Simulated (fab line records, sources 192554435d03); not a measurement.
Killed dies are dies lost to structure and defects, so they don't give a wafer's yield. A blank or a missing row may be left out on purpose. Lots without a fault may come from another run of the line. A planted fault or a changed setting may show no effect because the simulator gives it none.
fab line records | flow n5_finfet | part 1 of 2: steps 1 to 4 of 6
record lots=22 wafers=66 last_day=19
route steps=1938 shown BEOL_M15@1795 MIM_BOT_LITHO@1863 MIM_BOT_ETCH@1866 PASS1_CAP@1873
lots that met no fault: from a run of the same line without faults
start_h: hours from the record's first day to the start of the lot's first wafer shown | wait_h: hours since the lot's step before | " the same as in the row above | L1.1+2: a row that stands for several wafers | - no value, or no start given | * or withheld: withheld | < > ~ a bound
route shown NAME@n: a module of which the file shows steps, and the number in the route of the first | usual: mean/standard deviation of fault-free wafers | same: alike in all rows | chamber/n: place in a boat | sites: the reading at each site | _std_site: their standard deviation | _edge_site: outer sites' mean less inner sites' | radius_mm: how far each site lies from the wafer's centre | mask NAME#n: copy n | behind: the tool/chamber that last shaped the wafer | hold: why the lot was held/for how many hours/how that ended | device: the transistor (n, p or np) that didn't switch | end of line: the same wafers' tests at the end of the route | a step without rows: its recipe alone | killed: dies lost to structure and defects at the first sort, not the wafer's yield | map: a wafer's dies, x killed, . not, _ none there
set.NAME: the setting as run; set.NAME@STEP: as run at that earlier step | model.NAME: the simulator's own value behind a step, which no gauge read
steps of the route over a sample of lots; a table a step, a row a wafer
services: from which hour (start_h, from the record's first day; less than 0 if before it) a tool's chamber was out of use, for how many hours, and why
## steps
# step N5_BEOL_M15_ETCH_57
# recipe chemistry=N2/H2 target=SOC source_w=3000 bias_w=350 time_s=750 ion_energy_ev=200 pressure_mtorr=30 n2_flow_sccm=200 h2_flow_sccm=200
# usual drypump_motor_current_A=5.6/0.44 oes_product_au=0.82/0.09 rf_vpp_V=524.9/2.5 showerhead_plenum_p_Torr=2.58/0.081 throttle_valve_pct=17.7/0.32
# columns lot.wafer tool chamber start_h wait_h drypump_motor_current_A oes_product_au rf_hours_counter_h rf_vpp_V showerhead_plenum_p_Torr throttle_valve_pct
L074.2 rie_diel-02 1 265.09 - 5.9 0.69 206 525.5 2.65 18.2
L074.4 " 3 " " 5.4 0.86 59 526.5 2.71 17.8
L074.5 " 1 " " 5.8 0.69 - 526.5 2.65 18.2
L075.1 rie_diel-04 3 268.32 - 5.0 0.86 55 524.9 2.58 17.3
L075.3 " 2 " " 4.9 0.79 113 524.2 2.56 17.7
L075.5 " 0 " " 5.3 0.86 - 528.2 2.67 17.1
L076.1 rie_diel-02 2 276.37 - 5.6 0.94 10 522.0 2.50 17.8
L076.2 " 1 " " 5.9 0.69 210 528.2 2.64 18.3
L076.6 " 2 " " 5.6 0.95 - 523.2 2.50 17.8
L078.1 rie_diel-05 1 283.17 - 5.5 0.68 242 522.3 2.53 18.0
L078.2 " 3 " " 5.3 0.93 10 523.3 2.52 17.9
L078.6 " 1 " " 5.5 0.67 - 522.7 2.53 18.0
L077.2 rie_diel-04 2 283.34 - 4.9 0.78 119 523.9 2.56 17.7
L077.3 " 1 " " 6.2 0.98 4 530.3 2.72 17.8
L077.4 " 3 " " 5.0 0.85 61 524.4 2.58 17.4
L081.2 rie_diel-04 2 293.03 - 4.9 0.78 122 525.7 2.56 17.7
L081.3 " 0 " " 5.3 0.87 41 528.1 2.67 17.1
L081.5 " 0 " " 5.3 0.87 - 528.3 2.67 17.1
L079.3 rie_diel-05 2 297.77 - 5.8 0.86 55 521.6 2.48 17.5
L079.4 " 1 " " 5.5 0.67 248 522.1 2.52 18.0
L079.6 " 1 " " 5.5 0.67 - 522.6 2.52 18.0
L083.1 rie_diel-02 1 298.84 - 5.9 0.69 217 526.6 2.64 18.3
L083.2 " 3 " " 5.4 0.84 71 527.2 2.70 17.8
L083.3 " 2 " " 5.7 0.92 17 523.2 2.49 17.8
L080.1 rie_diel-02 1 300.19 - 5.8 0.69 218 526.2 2.64 18.3
L080.2 " 3 " " 5.4 0.84 71 528.3 2.70 17.8
L080.6 " 0 " " 6.0 0.71 - 522.5 2.51 18.0
L082.2 rie_diel-04 0 313.41 - 5.3 0.85 47 528.9 2.67 17.1
L082.5 " 0 " " 5.3 0.86 - 528.7 2.67 17.2
L082.6 " 1 " " 6.2 0.95 - 527.7 2.72 17.8
L084.1 rie_diel-05 2 317.75 - 5.8 0.84 62 520.6 2.48 17.5
L084.3 " 3 " " 5.3 0.90 21 520.8 2.51 18.0
L084.6 " 2 " " 5.7 0.86 - 523.0 2.48 17.5
L085.1 rie_diel-02 3 322.51 - 5.4 0.83 77 525.7 2.70 17.8
L085.2 " 2 " " 5.7 0.91 23 521.7 2.49 17.8
L085.6 " 3 " " 5.3 0.83 - 527.2 2.70 17.8
L086.4 rie_diel-02 2 343.32 - 5.7 0.89 29 521.2 2.49 17.8
L086.5 " 3 " " 5.4 0.82 - 529.9 2.70 17.8
L086.6 " 2 " " 5.7 0.90 - 521.1 2.49 17.8
L089.3 rie_diel-05 0 351.26 - 6.5 0.67 246 525.9 2.59 18.2
L089.4 " 1 " " 5.6 0.97 6 523.6 2.52 17.7
L089.6 " 1 " " 5.6 0.98 - 522.1 2.52 17.7
L087.1 rie_diel-05 3 352.10 - 5.3 0.88 29 520.1 2.51 18.0
L087.3 " 1 " " 5.5 0.97 6 522.3 2.52 17.7
L087.5 " 3 " " 5.3 0.89 - 522.7 2.51 18.0
L092.1 rie_diel-04 0 361.39 - 5.3 0.84 63 527.6 2.66 17.2
L092.4 " 1 " " 6.2 0.92 30 530.2 2.71 17.8
L092.5 " 3 " " 5.0 0.82 - 523.8 2.57 17.4
L091.1 rie_diel-02 0 361.80 - 6.0 0.70 242 522.4 2.50 18.0
L091.3 " 2 " " 5.6 0.89 34 521.6 2.49 17.8
L091.4 " 3 " " 5.4 0.82 88 527.0 2.69 17.8
L094.2 rie_diel-02 2 370.46 - 5.6 0.88 36 522.3 2.49 17.8
L094.5 " 1 " " 5.9 0.68 - 525.5 2.63 18.3
L094.6 " 2 " " 5.7 0.88 - 521.3 2.49 17.8
L093.1 rie_diel-05 3 375.83 - 5.3 0.86 38 522.6 2.50 18.0
L093.4 " 2 " " 5.8 0.82 - 524.3 2.47 17.5
L093.5 " 1 " " 5.6 0.95 - 522.1 2.52 17.7
L095.1 rie_diel-04 3 393.96 - 5.0 0.81 94 524.3 2.56 17.4
L095.3 " 1 " " 6.2 0.91 38 527.0 2.71 17.8
L095.4 " 0 " " 5.3 0.83 71 527.5 2.66 17.2
L097.1 rie_diel-04 1 402.91 - 6.2 0.89 41 529.2 2.70 17.8
L097.2 " 0 " " 5.3 0.83 74 528.3 2.65 17.2
L097.5 " 2 " " 4.9 0.76 - 523.5 2.55 17.8
L096.4 rie_diel-05 2 426.50 - 5.8 0.82 89 521.7 2.47 17.6
L096.5 " 3 " " 5.3 0.84 - 523.1 2.50 18.0
L096.6 " 2 " " 5.8 0.81 - 523.0 2.47 17.6
# step N5_BEOL_M15_STRIP_62
# recipe chemistry=O2 power_w=600 temp_c=60 pressure_mtorr=30 rf_frequency_hz=6e+07 bias_power_w=0 overash_fraction=0.3 o2_flow_sccm=225
# usual drypump_motor_current_A=5.6/0.47 oes_product_au=0.83/0.097 rf_vpp_V=3.6/0.44 showerhead_plenum_p_Torr=2.12/0.08 throttle_valve_pct=16.63/0.28
# columns lot.wafer tool chamber start_h wait_h drypump_motor_current_A oes_product_au rf_hours_counter_h rf_vpp_V showerhead_plenum_p_Torr throttle_valve_pct
L074.2 rie_diel-05 0 - - 6.5 0.69 218 3.6 2.16 17.01
L074.4 " 2 " " 5.8 0.87 45 3.2 2.02 16.27
L074.5 " 0 " " 6.5 0.69 - 4.3 2.16 17.01
L075.1 rie_diel-04 2 - - 4.9 0.79 115 3.9 2.14 16.78
L075.3 " 1 " " 6.2 1.02 0 3.3 2.26 16.66
L075.5 " 3 " " 5.0 0.85 - 3.9 2.09 16.03
L076.1 rie_diel-04 1 - - 6.2 0.99 4 4.6 2.26 16.65
L076.2 " 0 " " 5.3 0.87 37 3.7 2.25 16.36
L076.6 " 2 " " 4.9 0.77 - 3.4 2.14 16.77
L078.1 rie_diel-04 2 - - 4.9 0.77 120 4.7 2.14 16.79
L078.2 " 3 " " 5.0 0.83 61 4.0 2.09 16.05
L078.6 " 0 " " 5.3 0.87 - 3.9 2.25 16.35
L077.2 rie_diel-05 1 - - 5.5 0.68 244 3.3 2.05 16.73
L077.3 " 2 " " 5.8 0.86 51 3.0 2.02 16.28
L077.4 " 3 " " 5.3 0.92 12 3.2 2.08 16.75
L081.2 rie_diel-05 2 - - 5.7 0.86 54 3.8 2.02 16.30
L081.3 " 0 " " 6.5 0.68 228 3.5 2.15 17.04
L081.5 " 0 " " 6.5 0.68 - 3.5 2.15 17.04
L079.3 rie_diel-04 3 - - 5.0 0.83 67 4.4 2.09 16.07
L079.4 " 0 " " 5.2 0.86 44 4.0 2.25 16.35
L079.6 " 1 " " 6.2 0.96 - 3.5 2.26 16.67
L083.1 rie_diel-02 2 - - 5.7 0.91 18 3.5 2.08 16.81
L083.2 " 3 " " 5.4 0.83 72 3.8 2.22 16.56
L083.3 " 1 " " 5.9 0.69 219 3.6 2.15 16.95
L080.1 rie_diel-05 2 - - 5.7 0.86 57 3.5 2.02 16.29
L080.2 " 0 " " 6.5 0.68 230 3.5 2.15 17.06
L080.6 " 1 " " 5.6 0.67 - 3.7 2.04 16.73
L082.2 rie_diel-02 2 - - 5.6 0.90 21 2.9 2.08 16.82
L082.5 " 2 " " 5.6 0.90 - 3.0 2.08 16.82
L082.6 " 3 " " 5.3 0.83 - 3.7 2.22 16.56
L084.1 rie_diel-02 2 - - 5.7 0.90 22 3.6 2.08 16.81
L084.3 " 0 " " 6.0 0.70 230 3.9 2.07 16.89
L084.6 " 1 " " 5.8 0.69 - 3.8 2.15 16.97
L085.1 rie_diel-05 2 - - 5.8 0.85 64 3.9 2.02 16.30
L085.2 " 0 " " 6.5 0.68 237 3.5 2.15 17.06
L085.6 " 0 " " 6.4 0.67 - 3.4 2.15 17.03
L086.4 rie_diel-05 1 - - 5.5 0.98 4 3.7 2.04 16.35
L086.5 " 0 " " 6.5 0.67 - 4.2 2.15 17.08
L086.6 " 3 " " 5.3 0.90 - 2.8 2.07 16.79
L089.3 rie_diel-04 2 - - 4.9 0.75 141 3.9 2.13 16.83
L089.4 " 0 " " 5.3 0.85 60 2.9 2.24 16.38
L089.6 " 1 " " 6.2 0.91 - 3.5 2.25 16.71
L087.1 rie_diel-04 0 - - 5.3 0.84 60 3.8 2.24 16.40
L087.3 " 3 " " 5.0 0.82 82 2.9 2.08 16.10
L087.5 " 0 " " 5.3 0.85 - 3.2 2.24 16.39
L092.1 rie_diel-05 2 - - 5.8 0.83 76 3.3 2.01 16.32
L092.4 " 0 " " 6.5 0.66 249 3.7 2.15 17.08
L092.5 " 0 " " 6.4 0.67 - 3.8 2.15 17.09
L091.1 rie_diel-02 3 - - 5.3 0.80 88 2.8 2.22 16.58
L091.3 " 2 " " 5.7 0.88 35 4.0 2.08 16.84
L091.4 " 0 " " 6.0 0.69 243 3.4 2.07 16.92
L094.2 rie_diel-05 2 - - 5.8 0.81 79 3.3 2.01 16.33
L094.5 " 3 " " 5.3 0.88 - 3.0 2.07 16.79
L094.6 " 2 " " 5.8 0.81 - 3.7 2.01 16.35
L093.1 rie_diel-04 1 - - 6.2 0.91 35 3.8 2.25 16.72
L093.4 " 0 " " 5.3 0.83 68 3.6 2.24 16.42
L093.5 " 0 " " 5.3 0.84 - 3.2 2.24 16.41
L095.1 rie_diel-04 1 - - 6.2 0.91 39 3.0 2.25 16.72
L095.3 " 2 " " 4.9 0.75 153 4.0 2.12 16.85
L095.4 " 3 " " 5.0 0.80 95 4.0 2.08 16.11
L097.1 rie_diel-04 2 - - 4.9 0.75 155 3.7 2.12 16.84
L097.2 " 1 " " 6.2 0.91 41 3.6 2.25 16.74
L097.5 " 3 " " 5.0 0.80 - 4.6 2.08 16.12
L096.4 rie_diel-02 2 - - 5.6 0.86 - 3.5 2.07 16.89
L096.5 " 3 " " 5.4 0.78 - 2.6 2.21 16.62
L096.6 " 0 " " 6.1 0.95 - 3.4 2.06 16.43
# step N5_BEOL_M15_ETCH_38
# recipe chemistry=CF4/N2 target=SiCN target_depth_a=1064 taper_deg=2 time_s=120.5 ion_energy_ev=150 mask_material=SiO2 pressure_mtorr=40 source_w=430 bias_w=70 Ar_flow_sccm=100 cf4_flow_sccm=60 n2_flow_sccm=60
# usual drypump_motor_current_A=5.6/0.47 oes_product_au=0.83/0.099 rf_vpp_V=382.9/1.9 showerhead_plenum_p_Torr=2.23/0.076 throttle_valve_pct=15.37/0.26
# columns lot.wafer tool chamber start_h wait_h drypump_motor_current_A oes_product_au rf_hours_counter_h rf_vpp_V showerhead_plenum_p_Torr throttle_valve_pct
L074.2 rie_diel-05 0 - - 6.5 0.69 218 383.8 2.27 15.78
L074.4 " 2 " " 5.7 0.89 45 381.2 2.15 15.09
L074.5 " 0 " " 6.5 0.69 - 384.3 2.27 15.78
L075.1 rie_diel-04 2 - - 4.9 0.79 115 382.3 2.22 15.42
L075.3 " 1 " " 6.2 1.03 0 386.6 2.38 15.38
L075.5 " 3 " " 5.0 0.83 - 383.5 2.24 15.01
L076.1 rie_diel-04 1 - - 6.2 1.00 4 385.5 2.38 15.41
L076.2 " 0 " " 5.3 0.86 37 386.2 2.32 14.90
L076.6 " 2 " " 4.9 0.79 - 381.5 2.22 15.41
L078.1 rie_diel-04 2 - - 4.9 0.79 120 383.2 2.22 15.43
L078.2 " 3 " " 5.0 0.83 61 383.3 2.24 15.02
L078.6 " 0 " " 5.2 0.88 - 386.1 2.32 14.91
L077.2 rie_diel-05 1 - - 5.5 0.65 244 380.5 2.16 15.57
L077.3 " 2 " " 5.8 0.89 51 381.3 2.14 15.11
L077.4 " 3 " " 5.2 0.94 12 379.9 2.16 15.39
L081.2 rie_diel-05 2 - - 5.8 0.87 54 381.9 2.14 15.12
L081.3 " 0 " " 6.5 0.69 228 383.4 2.26 15.81
L081.5 " 0 " " 6.5 0.69 - 383.0 2.27 15.80
L079.3 rie_diel-04 3 - - 5.0 0.83 67 382.8 2.24 15.04
L079.4 " 0 " " 5.3 0.86 44 385.1 2.32 14.93
L079.6 " 1 " " 6.2 0.98 - 385.8 2.37 15.40
L083.1 rie_diel-02 2 - - 5.6 0.94 18 381.8 2.17 15.45
L083.2 " 3 " " 5.4 0.83 72 385.0 2.32 15.28
L083.3 " 1 " " 5.9 0.70 219 383.6 2.28 15.78
L080.1 rie_diel-05 2 - - 5.8 0.88 57 381.6 2.14 15.14
L080.2 " 0 " " 6.4 0.69 230 384.4 2.26 15.80
L080.6 " 1 " " 5.5 0.65 - 382.1 2.16 15.58
L082.2 rie_diel-02 2 - - 5.7 0.92 21 381.3 2.17 15.46
L082.5 " 2 " " 5.6 0.93 - 381.9 2.17 15.46
L082.6 " 3 " " 5.4 0.83 - 386.0 2.32 15.26
L084.1 rie_diel-02 2 - - 5.7 0.92 22 382.1 2.17 15.45
L084.3 " 0 " " 6.0 0.68 230 382.7 2.18 15.70
L084.6 " 1 " " 5.8 0.69 - 384.2 2.28 15.79
L085.1 rie_diel-05 2 - - 5.7 0.87 64 380.3 2.14 15.14
L085.2 " 0 " " 6.5 0.67 237 383.7 2.26 15.81
L085.6 " 0 " " 6.5 0.68 - 383.3 2.26 15.82
L086.4 rie_diel-05 1 - - 5.5 0.96 4 380.5 2.16 15.11
L086.5 " 0 " " 6.5 0.67 - 384.2 2.26 15.83
L086.6 " 3 " " 5.3 0.91 - 381.7 2.16 15.42
L089.3 rie_diel-04 2 - - 4.9 0.77 141 383.5 2.21 15.47
L089.4 " 0 " " 5.3 0.85 60 385.7 2.31 14.94
L089.6 " 1 " " 6.2 0.93 - 385.1 2.37 15.44
L087.1 rie_diel-04 0 - - 5.2 0.85 60 385.3 2.31 14.95
L087.3 " 3 " " 5.0 0.80 82 383.9 2.23 15.07
L087.5 " 0 " " 5.2 0.84 - 386.1 2.31 14.95
L092.1 rie_diel-05 2 - - 5.8 0.84 76 381.3 2.13 15.16
L092.4 " 0 " " 6.5 0.67 249 382.8 2.26 15.84
L092.5 " 0 " " 6.5 0.66 - 383.0 2.26 15.86
L091.1 rie_diel-02 3 - - 5.4 0.81 88 386.5 2.32 15.32
L091.3 " 2 " " 5.6 0.90 35 380.4 2.17 15.48
L091.4 " 0 " " 6.1 0.69 243 381.5 2.18 15.72
L094.2 rie_diel-05 2 - - 5.8 0.83 79 382.0 2.13 15.17
L094.5 " 3 " " 5.2 0.88 - 378.9 2.16 15.42
L094.6 " 2 " " 5.8 0.83 - 381.5 2.13 15.16
L093.1 rie_diel-04 1 - - 6.2 0.91 35 384.8 2.36 15.46
L093.4 " 0 " " 5.3 0.83 68 387.1 2.31 14.96
L093.5 " 0 " " 5.2 0.83 - 384.5 2.31 14.96
L095.1 rie_diel-04 1 - - 6.2 0.91 39 386.0 2.36 15.44
L095.3 " 2 " " 4.9 0.76 153 383.3 2.21 15.51
L095.4 " 3 " " 5.0 0.78 95 382.4 2.23 15.08
L097.1 rie_diel-04 2 - - 4.9 0.76 155 382.1 2.21 15.49
L097.2 " 1 " " 6.2 0.91 41 385.3 2.36 15.46
L097.5 " 3 " " 5.0 0.77 - 382.2 2.23 15.10
L096.4 rie_diel-02 2 - - 5.7 0.88 - 382.1 2.16 15.51
L096.5 " 3 " " 5.4 0.78 - 383.8 2.31 15.35
L096.6 " 0 " " 6.0 0.94 - 381.0 2.18 15.22
# step N5_MIM_BOT_LITHO_OVL_MEAS_11
# recipe points_per_wafer=44
# usual MIM_BOT_OVL=1/4.8
# columns lot.wafer tool chamber start_h wait_h MIM_BOT_OVL[nm]
L074.2 overlay-02 0 274.13 0.0 -6
L074.4 " 0 " " -4
L074.5 " 0 " " -3
L075.1 overlay-02 0 277.10 0.0 5
L075.3 " 0 " " -1
L075.5 " 0 " " -2
L076.1 overlay-01 0 288.88 0.0 -1
L076.2 " 0 " " -2
L076.6 " 0 " " -3
L078.1 overlay-01 0 291.79 0.0 6
L078.2 " 0 " " 10
L078.6 " 0 " " 8
L077.2 overlay-01 0 296.20 0.0 2
L077.3 " 0 " " -6
L077.4 " 0 " " -2
L081.2 overlay-02 0 304.84 0.0 1
L081.3 " 0 " " -4
L081.5 " 0 " " 3
L079.3 overlay-02 0 308.46 0.0 0
L079.4 " 0 " " -3
L079.6 " 0 " " 0
L083.1 overlay-01 0 310.64 0.0 13
L083.2 " 0 " " 6
L083.3 " 0 " " 4
L080.1 overlay-01 0 312.34 0.0 -2
L080.2 " 0 " " -2
L080.6 " 0 " " 1
L082.2 overlay-01 0 321.93 0.0 -7
L082.5 " 0 " " -6
L082.6 " 0 " " -7
L084.1 overlay-01 0 327.98 0.0 -3
L084.3 " 0 " " -5
L084.6 " 0 " " -2
L085.1 overlay-02 0 333.57 0.0 5
L085.2 " 0 " " 1
L085.6 " 0 " " 1
L086.4 overlay-01 0 354.59 0.0 -1
L086.5 " 0 " " -3
L086.6 " 0 " " -1
L089.3 overlay-02 0 360.36 0.0 -3
L089.4 " 0 " " 1
L089.6 " 0 " " -6
L087.1 overlay-02 0 361.48 0.0 -3
L087.3 " 0 " " 1
L087.5 " 0 " " 0
L092.1 overlay-02 0 369.16 0.0 -2
L092.4 " 0 " " -4
L092.5 " 0 " " -2
L091.1 overlay-01 0 373.49 0.0 -9
L091.3 " 0 " " 5
L091.4 " 0 " " 5
L094.2 overlay-02 0 377.49 0.0 1
L094.5 " 0 " " 5
L094.6 " 0 " " 4
L093.1 overlay-02 0 385.12 0.0 3
L093.4 " 0 " " 4
L093.5 " 0 " " 3
L095.1 overlay-02 0 401.48 0.0 5
L095.3 " 0 " " 9
L095.4 " 0 " " 2
L097.1 overlay-02 0 409.68 0.0 5
L097.2 " 0 " " 2
L097.5 " 0 " " 0
L096.4 overlay-01 0 436.08 0.0 -2
L096.5 " 0 " " -3
L096.6 " 0 " " 2
